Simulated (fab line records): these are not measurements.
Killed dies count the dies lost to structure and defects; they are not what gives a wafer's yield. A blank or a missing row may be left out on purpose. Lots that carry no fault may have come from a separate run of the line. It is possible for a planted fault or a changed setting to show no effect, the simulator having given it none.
Matching of chambers | flow n5 finfet | N5_BEOL_M10_CMP_52 on cmp-02: 4 sister chambers
The step polishes, stops on SiCOH lowk, t overpolish 7 s, target thk 140 nm. 4 wafers are shown with their chamber, then 7 later ones without.

WAFERS PAIRED WITH THEIR CHAMBERS
wafer  | chamber | retaining ring pressure frac
L729.4 | 3       | 0.995
L729.6 | 2       | 0.999
L727.1 | 1       | 0.998
L727.2 | 0       | 1.011

WAFERS MISSING THEIR CHAMBER
wafer  | retaining ring pressure frac
L727.4 | 0.989
L734.1 | 1.000
L734.3 | 1.005
L734.4 | 0.997
L737.3 | 0.996
L737.4 | 0.996
L737.6 | 1.006

THE CHAMBER EACH PASSED THROUGH
wafer  | from the rows above               | in truth
L727.4 | can't be placed: 3 or 1 or 2      | 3
L734.1 | can't be placed: 2 or 1 or 3      | 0
L734.3 | can't be placed: 2 or 0 or 1 or 3 | 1
L734.4 | can't be placed: 1 or 2 or 3      | 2
L737.3 | can't be placed: 3 or 1 or 2      | 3
L737.4 | can't be placed: 3 or 1 or 2      | 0
L737.6 | can't be placed: 0 or 2 or 1 or 3 | 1
Correct placement for 0 of the 7. Unplaceable from these rows: 7, with the true chamber sitting among the candidates in 5. 0 placed wrongly.
How it was worked out, from the rows above alone: a wafer's distance from a chamber is the root of the sum, over the readings, of the square of ((its reading less the chamber's mean) divided by the reading's scatter). The wafer belongs to the nearest chamber; if the next one is less than 2 further off, it can't be placed. A chamber's mean is the mean of its shown wafers. The scatter: with one shown wafer a chamber, the root of the mean of the squares of how far each hidden wafer lies from its nearest shown one.
